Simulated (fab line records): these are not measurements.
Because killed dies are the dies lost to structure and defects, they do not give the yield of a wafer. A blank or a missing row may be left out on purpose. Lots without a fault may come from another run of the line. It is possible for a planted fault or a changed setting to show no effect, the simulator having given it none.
fab line records	flow n5Finfet
[record] lots = 7	wafers = 21
route steps=1938 shown BEOL_M9@1446 BEOL_M10@1476 BEOL_M11@1543 BEOL_M13@1682
startH: start of the lot's first displayed wafer, in hours after the record's first day	waitH: hours since the lot's step before	" the same as in the row above	L1.1+2: a single row standing in for several wafers	- no value present, or no start provided	* or withheld: withheld	< > ~ a bound
route shown NAME@n: names a module that has steps shown in the file, with the first one's number in the route	usual: mean and standard deviation over wafers with no fault	same: alike in all rows	chamber/n: place in a boat	sites: per-site readings	_std_site: their standard deviation	_edge_site: mean of outer sites minus mean of inner sites	radiusMm: for every site, how far away it sits from the centre of the wafer	mask NAME#n: copy n	behind: tool/chamber where the wafer was last shaped	hold: why the lot was held/for how many hours/how that ended	device: transistor that didn't switch, given as n, p or np	end of line: tests of these same wafers at the route's end	where a step has no rows: the recipe by itself	killed: dies lost to structure and defects at the first sort, not the wafer's yield	map: per-die view of a wafer (x killed, . not killed, _ where there is no die)
set.NAME: the setting that was run; set.NAME@STEP: the one run at that earlier step	model.NAME: the simulator's own value behind a step, which no gauge read
lots with deliberately changed settings; one table per step, one row per wafer
[[steps]]
[step N5_BEOL_M9_TRENCH_ETCH_37]
[recipe] chemistry = C4F6/O2	targetDepthA = 1514.3	target = SiCOH_lowk	timeS = 49	ionEnergyEv = 250	pressureMtorr = 30	sourceW = 345	biasW = 185	Ar_flow_sccm = 300	C4F6_flow_sccm = 10	O2_flow_sccm = 10
lot.wafer	tool	chamber	startH	waitH	set.timeS	model.etch.depthNm	model.BEOL_M9.featureDepthNm
L078.1	rieDiel-02	3	-	-	49	156.1	156.2
L078.2	"	2	"	"	49	157.2	157.2
L078.3	"	0	"	"	49	151.9	151.8
L081.1	rieDiel-05	2	-	-	49	152.8	152.8
L081.4	"	1	"	"	52.08	167.7	167.8
L081.5	"	0	"	"	49	151.9	151.8
L083.3	rieDiel-05	3	-	-	49	150.1	150
L083.4	"	0	"	"	49	151.3	151.2
L083.6	"	2	"	"	58.09	178.7	178.8
L082.1	rieDiel-01	1	-	-	49	152.9	152.8
L082.2	"	0	"	"	49	154.2	154.2
L082.3	"	3	"	"	39.11	118.3	118.2
L090.1	rieDiel-05	2	-	-	49	150.3	150.4
L090.3	"	3	"	"	49	146.9	147
L090.6	"	3	"	"	54.86	164.1	164
L093.1	rieDiel-05	0	-	-	56.99	176	176
L093.4	"	1	"	"	49	156.3	156.4
L093.6	"	3	"	"	56.99	170.3	170.2
L095.2	rieDiel-01	0	-	-	49	155.3	155.2
L095.3	"	1	"	"	56.56	175.8	175.8
L095.5	"	3	"	"	49	148.6	148.6
[step N5_BEOL_M9_ETCH_41]
[recipe] chemistry = CH3F/O2	target = SiCN	targetDepthA = 366	taperDeg = 2	timeS = 70.1	ionEnergyEv = 120	maskMaterial = TiN	pressureMtorr = 30	sourceW = 395	biasW = 75	Ar_flow_sccm = 150	CH3F_flow_sccm = 30	O2_flow_sccm = 20
[step N5_BEOL_M9_STRIP_80]
[recipe] chemistry = N2/H2	timeS = 10	powerW = 450	tempC = 40	pressureMtorr = 20	rfFrequencyHz = 6e+07	biasPowerW = 7	n2FlowSccm = 200	h2FlowSccm = 200
[step N5_BEOL_M9_OCD_MEAS_38]
[usual] trenchDepthNm = 152/3.4
lot.wafer	tool	chamber	startH	waitH	set.timeS@BEOL_M9_TRENCH_ETCH_37	trenchDepthNm
L078.1	ocd-01	-	236.99	-	49	156
L078.2	"	-	"	"	49	157
L078.3	"	-	"	"	49	152
L081.1	ocd-01	-	254.17	-	49	152
L081.4	"	-	"	"	52.08	167
L081.5	"	-	"	"	49	152
L083.3	ocd-01	-	258.28	-	49	150
L083.4	"	-	"	"	49	151
L083.6	"	-	"	"	58.09	179
L082.1	ocd-01	-	260.60	-	49	153
L082.2	"	-	"	"	49	155
L082.3	"	-	"	"	39.11	119
L090.1	ocd-01	-	319.78	-	49	151
L090.3	"	-	"	"	49	147
L090.6	"	-	"	"	54.86	164
L093.1	ocd-02	-	324.87	-	56.99	176
L093.4	"	-	"	"	49	156
L093.6	"	-	"	"	56.99	170
L095.2	ocd-02	-	337.25	-	49	155
L095.3	"	-	"	"	56.56	175
L095.5	"	-	"	"	49	149
[step N5_BEOL_M9_HM_STRIP_39]
[recipe] chemistry = peroxideTinStrip	material = TiN	targetDepthA = 250	tempC = 50	timeS = 158
[step N5_BEOL_M9_SRD_40]
[recipe] timeS = 30	tempC = 23	rinseLiquid = diw	dry = ipaMarangoni
[step N5_BEOL_M9_ECD_50]
[recipe] material = Cu	targetThkA = 3180
[step N5_BEOL_M9_ANNEAL_51]
[recipe] tempC = 225	timeS = 90	ambient = N2
[step N5_BEOL_M9_CMP_52]
[recipe] stopOn = SiCOH_lowk	tOverpolishS = 7	downForcePsi = 1	platenRpm = 50	clearingPlatenDownForcePsi = 1.5	clearingPlatenRpm = 50	postCmpClean = cuAlkaline	targetThkNm = 140	clearingPlatenPadVelocityMS = 0.99484	padVelocityMS = 0.99484
lot.wafer	tool	chamber	startH	waitH	set.timeS@BEOL_M9_TRENCH_ETCH_37	model.Cu_of_BEOL_M9_ECD_50.thkNm
L078.3	cmp-02	2	239.42	0.2	49	142.4
L078.1	"	3	"	"	49	145.2
L078.2	"	0	"	"	49	147.2
L081.4	cmp-03	3	257.82	0.2	52.08	155.6
L081.1+5	"	0,2	"	"	49	140
L083.3	cmp-03	0	261.48	0.2	49	136
L083.4	"	1	"	"	49	138.2
L083.6	"	3	"	"	58.09	166.6
L082.2	cmp-02	2	265.53	0.2	49	144.6
L082.1	"	0	"	"	49	140
L082.3	"	1	"	"	39.11	105.8
L090.3	cmp-03	3	322.59	0.3	49	135.8
L090.1	"	0	"	"	49	138
L090.6	"	1	"	"	54.86	152.6
L093.4	cmp-03	1	326.84	0.2	49	145.2
L093.1	"	2	"	"	56.99	165.4
L093.6	"	1	"	"	56.99	157.6
L095.3	cmp-04	3	340.55	0.2	56.56	166.2
L095.2	"	1	"	"	49	142.4
L095.5	"	3	"	"	49	138.6
[step N5_BEOL_M9_THK_MEAS_53]
[recipe] thkMeasGauge = xrf	reads = Cu_of_BEOL_M9_ECD_50
[usual] M9_THK = 138/3.7
lot.wafer	tool	chamber	startH	waitH	set.timeS@BEOL_M9_TRENCH_ETCH_37	M9_THK[nm]
L078.1	filmMetro-01	-	239.68	-	49	141
L078.2	"	-	"	"	49	143
L078.3	"	-	"	"	49	139
L081.1	filmMetro-02	-	258.08	-	49	139
L081.4	"	-	"	"	52.08	154
L081.5	"	-	"	"	49	138
L083.3	filmMetro-02	-	261.74	-	49	133
L083.4	"	-	"	"	49	135
L083.6	"	-	"	"	58.09	163
L082.1	filmMetro-02	-	265.82	-	49	137
L082.2	"	-	"	"	49	141
L082.3	"	-	"	"	39.11	104
L090.1	filmMetro-02	-	322.81	-	49	136
L090.3	"	-	"	"	49	134
L090.6	"	-	"	"	54.86	150
L093.1	filmMetro-01	-	327.10	-	56.99	163
L093.4	"	-	"	"	49	143
L093.6	"	-	"	"	56.99	155
L095.2	filmMetro-02	-	340.85	-	49	138
L095.3	"	-	"	"	56.56	161
L095.5	"	-	"	"	49	134
[step N5_BEOL_M9_PRE_CLEAN_55]
[recipe] gas = NH3	timeS = 15	tempC = withheld	rfPowerW = 300
[step N5_BEOL_M9_DEP_56]
[recipe] material = SiCN	targetThkA = 150	tempC = withheld	precursor = 3MS/NH3	pressureTorr = 3	rfW = 202	timeS = 26.5
[step N5_BEOL_M9_RS_MEAS_57]
[recipe] thkMeasGauge = four-point-probe	reads = Cu_of_BEOL_M9_ECD_50+Co_of_BEOL_M9_CVD_78+TaN_of_BEOL_M9_ALD_74
[usual] M9_RS = 0.150/0.0044
lot.wafer	tool	chamber	startH	waitH	set.timeS@BEOL_M9_TRENCH_ETCH_37	M9_RS[ohm/sq]
L078.1	filmMetro-02	-	239.81	0.1	49	0.145
L078.2	"	-	"	"	49	0.143
L078.3	"	-	"	"	49	0.148
L081.1	filmMetro-02	-	258.22	0.1	49	0.151
L081.4	"	-	"	"	52.08	0.134
L081.5	"	-	"	"	49	0.151
L083.3	filmMetro-01	-	261.88	0.1	49	0.156
L083.4	"	-	"	"	49	0.153
L083.6	"	-	"	"	58.09	0.125
L082.1	filmMetro-01	-	265.96	0.1	49	0.151
L082.2	"	-	"	"	49	0.145
L082.3	"	-	"	"	39.11	0.206
L090.1	filmMetro-01	-	322.94	0.1	49	0.153
L090.3	"	-	"	"	49	0.156
L090.6	"	-	"	"	54.86	0.137
L093.1	filmMetro-02	-	327.23	0.1	56.99	0.126
L093.4	"	-	"	"	49	0.145
L093.6	"	-	"	"	56.99	0.133
L095.2	filmMetro-02	-	340.99	0.1	49	0.149
L095.3	"	-	"	"	56.56	0.125
L095.5	"	-	"	"	49	0.153
[step N5_BEOL_M10_COAT_60]
[recipe] resist = SiARC	tempC = 220	timeS = 60	spinRpm = 1500	resistThkNm = 30
lot.wafer	tool	chamber	startH	waitH	set.spinRpm	model.SiARC_of_BEOL_M10_COAT_60.thkNm
L078.1+2+3	lithoTrack-01	0	-	-	1500	29.8
L081.1	lithoTrack-02	0	-	-	1426	30.8
L081.4+5	"	0	"	"	1500	30
L083.3	lithoTrack-04	0	-	-	1500	30.2
L083.4+6	"	0	"	"	1555	29.6
L082.1+2+3	lithoTrack-02	0	-	-	1500	30.2
L090.1+6	lithoTrack-01	0	-	-	1500	30.2
L090.3	"	0	"	"	1552	29.8
L093.1+6	lithoTrack-01	0	-	-	1500	30
L093.4	"	0	"	"	1333	31.8
L095.2+3+5	lithoTrack-04	0	-	-	1500	30
[step N5_BEOL_M10_COAT_05]
[recipe] resist = CAR-ArF	spinRpm = 1500	resistThkNm = 90
[step N5_BEOL_M10_EBR_07]
[recipe] solvent = PGMEA	ebrWidthMm = 1.5
[step N5_BEOL_M10_DESCUM_16]
[recipe] chemistry = O2	timeS = 7.9	sourcePowerW = 50	biasPowerW = 20	pressureMtorr = 20	rfFrequencyHz = 2.712e+07	tempC = 40	resist = CAR-ArF	o2FlowSccm = 225
[step N5_BEOL_M10_ETCH_61]
[recipe] chemistry = CF4	target = SiARC	targetDepthA = 390	maskMaterial = CAR-ArF	timeS = 65	ionEnergyEv = 80	pressureMtorr = 40	sourceW = 545	biasW = 36	Ar_flow_sccm = 100	cf4FlowSccm = 100	ends = cleared
lot.wafer	tool	chamber	startH	waitH	set.spinRpm@BEOL_M10_COAT_60	model.etch.depthNm	model.CAR-ArF_of_BEOL_M10_COAT_05.thkNm
L078.1	rieDiel-04	0	242.45	0.0	1500	29.83	56
L078.2	"	2	"	"	1500	29.73	55.8
L078.3	"	3	"	"	1500	29.82	55.6
L081.1	rieDiel-04	2	261.62	0.0	1426	30.88	55.2
L081.4	"	2	"	"	1500	30.05	56
L081.5	"	0	"	"	1500	30.02	56.2
L083.3	rieDiel-06	3	264.46	0.0	1500	30.24	55.2
L083.4	"	0	"	"	1555	29.69	55.8
L083.6	"	2	"	"	1555	29.54	56.2
L082.1	rieDiel-03	2	268.77	0.0	1500	30.12	56.2
L082.2	"	1	"	"	1500	30.11	55.8
L082.3	"	0	"	"	1500	30.16	56
L090.1	rieDiel-04	2	324.62	0.0	1500	30.18	55.6
L090.3	"	0	"	"	1552	29.73	56.2
L090.6	"	0	"	"	1500	30.16	55.6
L093.1	rieDiel-03	3	329.64	0.0	1500	30.04	55.8
L093.4	"	2	"	"	1333	31.81	54
L093.6	"	3	"	"	1500	30	56
L095.2	rieDiel-03	3	342.71	0.0	1500	30.07	55.6
L095.3	"	2	"	"	1500	30.05	55.6
L095.5	"	3	"	"	1500	30.07	55.4
[step N5_BEOL_M11_COAT_05]
[recipe] resist = CAR-ArF	spinRpm = 1500	resistThkNm = 90
lot.wafer	tool	chamber	startH	waitH	set.spinRpm	model.CAR-ArF_of_BEOL_M11_COAT_05.thkNm
L078.1+2+3	lithoTrack-03	0	-	-	1500	90.2
L081.1	lithoTrack-05	0	-	-	1500	89.6
L081.4	"	0	"	"	1500	89.8
L081.5	"	0	"	"	1375	94
L083.3+6	lithoTrack-03	0	-	-	1364	95
L083.4	"	0	"	"	1500	90.8
L082.1	lithoTrack-03	0	-	-	1500	90
L082.2	"	0	"	"	1587	87.8
L082.3	"	0	"	"	1587	87.2
L090.1+3	lithoTrack-04	0	-	-	1500	90.4
L090.6	"	0	"	"	1500	91
L093.1+4	lithoTrack-03	0	-	-	1500	90
L093.6	"	0	"	"	1629	86.4
L095.2+5	lithoTrack-05	0	-	-	1500	89.8
L095.3	"	0	"	"	1375	93.8
[step N5_BEOL_M11_EBR_07]
[recipe] solvent = PGMEA	ebrWidthMm = 1.5
[step N5_BEOL_M11_SOFTBAKE_06]
[recipe] tempC = 110	timeS = 60	resist = CAR-ArF
[step N5_BEOL_M11_EXPOSE_08]
[recipe] maskId = M11	na = 1.35	sourceShape = dipole	sigmaInner = 0.411	sigmaOuter = 0.611	polarization = te	doseMj = 53.75
[step N5_BEOL_M11_PEB_09]
[recipe] pebTempC = withheld	pebTimeS = 60	resist = CAR-ArF
[step N5_BEOL_M11_DEVELOP_10]
[recipe] developTimeS = 30	developer = TMAH	resist = CAR-ArF	rinseLiquid = diw	dry = airSpin	devTempC = 23
lot.wafer	tool	chamber	startH	waitH	set.spinRpm@BEOL_M11_COAT_05	model.CAR-ArF_of_BEOL_M11_COAT_05.thkNm
L078.1	lithoTrack-04	0	-	-	1500	88.4
L078.2+3	"	0	"	"	1500	88.6
L081.1+4	lithoTrack-03	0	-	-	1500	88
L081.5	"	0	"	"	1375	92.2
L083.3+6	lithoTrack-05	0	-	-	1364	93.2
L083.4	"	0	"	"	1500	89.2
L082.1	lithoTrack-05	0	-	-	1500	88.4
L082.2	"	0	"	"	1587	86
L082.3	"	0	"	"	1587	85.6
L090.1+3	lithoTrack-04	0	-	-	1500	88.8
L090.6	"	0	"	"	1500	89.2
L093.1+4	lithoTrack-04	0	-	-	1500	88.2
L093.6	"	0	"	"	1629	84.6
L095.2	lithoTrack-05	0	-	-	1500	88.2
L095.3	"	0	"	"	1375	92
L095.5	"	0	"	"	1500	88
[step N5_BEOL_M11_ETCH_62]
[recipe] chemistry = N2/H2	target = SOC	targetDepthA = 1100	overetchA = 220	maskMaterial = SiARC	tempC = 40	timeS = 165	ionEnergyEv = 200	pressureMtorr = 30	sourceW = 840	biasW = 150	n2FlowSccm = 200	h2FlowSccm = 200
lot.wafer	tool	chamber	startH	waitH	set.timeS
L078.1+2+3	rieDiel-01	3,1,0	249.32	0.0	165
L081.1	rieDiel-05	2	269.96	0.0	165
L081.4+5	"	0	"	"	146.7
L083.3+4+6	rieDiel-02	1,2,3	270.87	0.0	177.2
L082.1+2+3	rieDiel-01	2,3,0	278.65	0.0	165
L090.1	rieDiel-02	3	330.59	0.0	195.6
L090.3+6	"	1,0	"	"	165
L093.1+4	rieDiel-02	2,1	336.10	0.0	165
L093.6	"	1	"	"	146.6
L095.2+5	rieDiel-01	3,2	350.85	0.0	181.6
L095.3	"	1	"	"	165
[step N5_BEOL_M11_STRIP_68]
[recipe] chemistry = N2/H2	tempC = 40	n2FlowSccm = 200	h2FlowSccm = 200	rfFrequencyHz = 6e+07
[step N5_BEOL_M11_STRIP_67]
[recipe] chemistry = CF4	resist = SiARC	powerW = 300	biasPowerW = 75	pressureMtorr = 50	cf4FlowSccm = 150	rfFrequencyHz = 6e+07
[step N5_BEOL_M11_HM_OPEN_17]
[recipe] chemistry = Cl2/BCl3	targetDepthA = 200	overetchA = 60	target = TiN	maskMaterial = SOC	ionEnergyEv = 150	pressureMtorr = 10	icpW = 1000	biasW = 126	Cl2_flow_sccm = 53.25	bcl3FlowSccm = 21.75	Ar_flow_sccm = 25
lot.wafer	tool	chamber	startH	waitH	set.timeS@BEOL_M11_ETCH_62	model.etch.depthNm
L078.1	rieMetal-02	1	249.50	0.0	165	20.3
L078.2	"	0	"	"	165	20.56
L078.3	"	1	"	"	165	20.14
L081.1	rieMetal-01	1	270.15	0.0	165	20.39
L081.4	"	0	"	"	146.7	20.15
L081.5	"	1	"	"	146.7	20.18
L083.3	rieMetal-01	0	271.08	0.1	177.2	19.05
L083.4	"	1	"	"	177.2	19.19
L083.6	"	1	"	"	177.2	19.01
L082.1	rieMetal-03	0	278.84	0.0	165	19.84
L082.2	"	1	"	"	165	19.79
L082.3	"	0	"	"	165	19.9
L090.1	rieMetal-03	0	330.78	0.0	195.6	16.71
L090.3	"	1	"	"	165	19.59
L090.6	"	0	"	"	165	19.48
L093.1	rieMetal-02	0	336.29	0.0	165	20.16
L093.4	"	0	"	"	165	19.97
L093.6	"	0	"	"	146.6	20.06
L095.2	rieMetal-03	0	351.04	0.0	181.6	18.42
L095.3	"	0	"	"	165	19.87
L095.5	"	1	"	"	181.6	18.61
[step N5_BEOL_M11_VIA_ETCH_34]
[recipe] chemistry = C4F6/O2	target = SiCOH_lowk	targetDepthA = 1845	maskMaterial = SOC	taperDeg = 4	timeS = 69.2	ionEnergyEv = 250	pressureMtorr = 30	sourceW = 345	biasW = 185	Ar_flow_sccm = 300	C4F6_flow_sccm = 10	O2_flow_sccm = 10
lot.wafer	tool	chamber	startH	waitH	set.timeS	model.etch.depthNm	model.SOC_of_BEOL_M11_COAT_63.thkNm
L078.1	rieDiel-05	2	251.04	0.0	69.2	185.9	91.8
L078.2	"	1	"	"	69.2	190	91.6
L078.3	"	3	"	"	69.2	183.9	91.8
L083.3	rieDiel-02	0	273.31	0.0	78.35	206.9	91.4
L083.4	"	1	"	"	78.35	199.8	91.8
L083.6	"	2	"	"	69.2	189.8	92
L081.1	rieDiel-01	1	273.70	0.0	69.2	187.3	91.6
L081.4	"	2	"	"	69.2	183	91.4
L081.5	"	1	"	"	69.2	187.6	91.8
L082.1	rieDiel-05	3	279.73	0.0	69.2	181.8	91.8
L082.2	"	0	"	"	69.2	182.2	91.6
L082.3	"	1	"	"	80.98	225	89.8
L090.1	rieDiel-02	0	331.67	0.0	69.2	182	91.8
L090.3	"	2	"	"	62.95	174.1	92.2
L090.6	"	3	"	"	69.2	185.2	92.4
L093.1	rieDiel-05	1	337.85	0.0	69.2	190.2	92.4
L093.4	"	2	"	"	69.2	182.2	92.4
L093.6	"	3	"	"	57.75	147.9	94
L095.2	rieDiel-01	0	353.20	0.0	69.2	190.3	91
L095.3	"	2	"	"	69.2	182	91.6
L095.5	"	0	"	"	77.36	212.3	90.2
[step N5_BEOL_M11_ETCH_41]
[recipe] chemistry = CH3F/O2	target = SiCN	targetDepthA = 426	taperDeg = 2	timeS = 86	ionEnergyEv = 120	maskMaterial = TiN	pressureMtorr = 30	sourceW = 395	biasW = 75	Ar_flow_sccm = 150	CH3F_flow_sccm = 30	O2_flow_sccm = 20
lot.wafer	tool	chamber	startH	waitH	set.timeS	model.etch.depthNm
L078.1	rieDiel-05	2	-	-	86	32.61
L078.2	"	1	"	"	86	33.38
L078.3	"	3	"	"	86	32.29
L083.3	rieDiel-02	0	-	-	71.09	26.55
L083.4	"	1	"	"	86	31.58
L083.6	"	2	"	"	86	33.9
L081.1	rieDiel-01	1	-	-	68.05	26.13
L081.4	"	2	"	"	68.05	25.37
L081.5	"	1	"	"	86	32.7
L082.1	rieDiel-05	3	-	-	86	32.1
L082.2	"	0	"	"	86	32.36
L082.3	"	1	"	"	86	33.53
L090.1	rieDiel-02	0	-	-	86	32.24
L090.3	"	2	"	"	103.5	40.57
L090.6	"	3	"	"	86	32.98
L093.1	rieDiel-05	1	-	-	86	33.48
L093.4	"	2	"	"	69.45	25.81
L093.6	"	3	"	"	69.45	25.28
L095.2	rieDiel-01	0	-	-	71.87	27.7
L095.3	"	2	"	"	71.87	26.89
L095.5	"	0	"	"	86	33.31
[step N5_BEOL_M13_COAT_22]
[recipe] spinRpm = 2888	resistThkNm = 300
lot.wafer	tool	chamber	startH	waitH	set.spinRpm	model.coat_of_BEOL_M13_COAT_22.thkNm
L078.1	lithoTrack-02	0	-	-	2888	299.6
L078.2	"	0	"	"	2888	300.6
L078.3	"	0	"	"	2888	299.8
L083.3+4	lithoTrack-02	0	-	-	2888	301.2
L083.6	"	0	"	"	2738	309.2
L081.1	lithoTrack-03	0	-	-	2888	301
L081.4	"	0	"	"	2979	297
L081.5	"	0	"	"	2888	299.8
L082.1+2	lithoTrack-02	0	-	-	2888	300.4
L082.3	"	0	"	"	2611	315.2
L090.1	lithoTrack-03	0	-	-	2570	318.8
L090.3	"	0	"	"	2570	317
L090.6	"	0	"	"	2888	299.4
L093.1	lithoTrack-03	0	-	-	2646	313.6
L093.4	"	0	"	"	2646	314.6
L093.6	"	0	"	"	2888	300.8
L095.2	lithoTrack-02	0	-	-	2888	301
L095.3	"	0	"	"	2888	299.8
L095.5	"	0	"	"	2888	300.4
[[key]]
[split] step = N5_BEOL_M9_TRENCH_ETCH_37	setting = timeS	stated = 49	by = wafer
[response] step = N5_BEOL_M9_TRENCH_ETCH_37	reading = model.etch.depthNm	change = +1.5	per = 1%	r = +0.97
[response] step = N5_BEOL_M9_TRENCH_ETCH_37	reading = model.BEOL_M9.featureDepthNm	change = +1.5	per = 1%	r = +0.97
[response] step = N5_BEOL_M9_OCD_MEAS_38	reading = trenchDepthNm	change = +1.48	per = 1%	r = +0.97
[response] step = N5_BEOL_M9_CMP_52	reading = model.Cu_of_BEOL_M9_ECD_50.thkNm	change = +1.55	per = 1%	r = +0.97
[response] step = N5_BEOL_M9_THK_MEAS_53	reading = M9_THK	change = +1.5	per = 1%	r = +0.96
[response] step = N5_BEOL_M9_RS_MEAS_57	reading = M9_RS	shape = bent	atLowest = 0.206	atStated = 0.150	atHighest = 0.125
[split] step = N5_BEOL_M10_COAT_60	setting = spinRpm	stated = 1500	by = wafer
[response] step = N5_BEOL_M10_COAT_60	reading = model.SiARC_of_BEOL_M10_COAT_60.thkNm	change = -0.159	per = 1%	r = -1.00
[response] step = N5_BEOL_M10_ETCH_61	reading = model.etch.depthNm	change = -0.161	per = 1%	r = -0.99
[response] step = N5_BEOL_M10_ETCH_61	reading = model.CAR-ArF_of_BEOL_M10_COAT_05.thkNm	change = +0.176	per = 1%	r = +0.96
[split] step = N5_BEOL_M11_COAT_05	setting = spinRpm	stated = 1500	by = wafer
[response] step = N5_BEOL_M11_COAT_05	reading = model.CAR-ArF_of_BEOL_M11_COAT_05.thkNm	change = -0.465	per = 1%	r = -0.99
[response] step = N5_BEOL_M11_DEVELOP_10	reading = model.CAR-ArF_of_BEOL_M11_COAT_05.thkNm	change = -0.456	per = 1%	r = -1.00
[split] step = N5_BEOL_M11_ETCH_62	setting = timeS	stated = 165	by = wafer
[response] step = N5_BEOL_M11_HM_OPEN_17	reading = model.etch.depthNm	shape = bent	atLowest = 20.06	atStated = 20	atHighest = 16.71
[split] step = N5_BEOL_M11_VIA_ETCH_34	setting = timeS	stated = 69.2	by = wafer
[response] step = N5_BEOL_M11_VIA_ETCH_34	reading = model.etch.depthNm	change = +2.02	per = 1%	r = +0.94
[response] step = N5_BEOL_M11_VIA_ETCH_34	reading = model.SOC_of_BEOL_M11_COAT_63.thkNm	change = -0.0813	per = 1%	r = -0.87
[split] step = N5_BEOL_M11_ETCH_41	setting = timeS	stated = 86	by = wafer
[response] step = N5_BEOL_M11_ETCH_41	reading = model.etch.depthNm	change = +0.372	per = 1%	r = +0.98
[split] step = N5_BEOL_M13_COAT_22	setting = spinRpm	stated = 2888	by = wafer
[response] step = N5_BEOL_M13_COAT_22	reading = model.coat_of_BEOL_M13_COAT_22.thkNm	change = -1.59	per = 1%	r = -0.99
